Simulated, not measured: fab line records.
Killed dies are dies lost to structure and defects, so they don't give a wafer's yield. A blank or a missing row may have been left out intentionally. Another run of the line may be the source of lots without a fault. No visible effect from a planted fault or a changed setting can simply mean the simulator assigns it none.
Chamber matching ; flow nand harc ; NHARC_A_STAIRCASE_ETCH_271 on rie diel-11: 4 sister chambers
The step etches the open film in CF4/CHF3. 4 wafers are shown with their chamber, then 8 later ones without.

EACH WAFER AND ITS CHAMBER
wafer;chamber;showerhead plenum p Torr (Torr)
L083.1;1;1.68
L083.4;0;1.50
L083.6;2;1.67
L087.3;3;1.62

WAFERS MISSING THEIR CHAMBER
wafer;showerhead plenum p Torr (Torr)
L087.5;1.68
L087.6;1.66
L093.1;1.67
L093.3;1.66
L093.4;1.49
L096.2;1.49
L096.3;1.61
L096.6;1.67

THE CHAMBER EACH PASSED THROUGH
wafer;from the rows above;in truth
L087.5;can't be placed: 1 or 2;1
L087.6;can't be placed: 2 or 1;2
L093.1;can't be placed: 2 or 1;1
L093.3;can't be placed: 2 or 1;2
L093.4;0;0
L096.2;0;0
L096.3;3;3
L096.6;can't be placed: 2 or 1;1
3 of 8 placed correctly. These rows do not allow placing 5 (true chamber among the candidates in 5). 0 placed wrongly.
How it was worked out, from the rows above alone: a wafer's distance from a chamber is the root of the sum, over the readings, of the square of ((its reading less the chamber's mean) divided by the reading's scatter). If the next closest chamber is less than 2 further off than the closest, the wafer can't be placed; otherwise it belongs to the closest. A chamber's mean is the mean of its shown wafers. The scatter (one wafer shown for each chamber): square how far every hidden wafer sits from the nearest shown wafer, average those squares and take the square root.
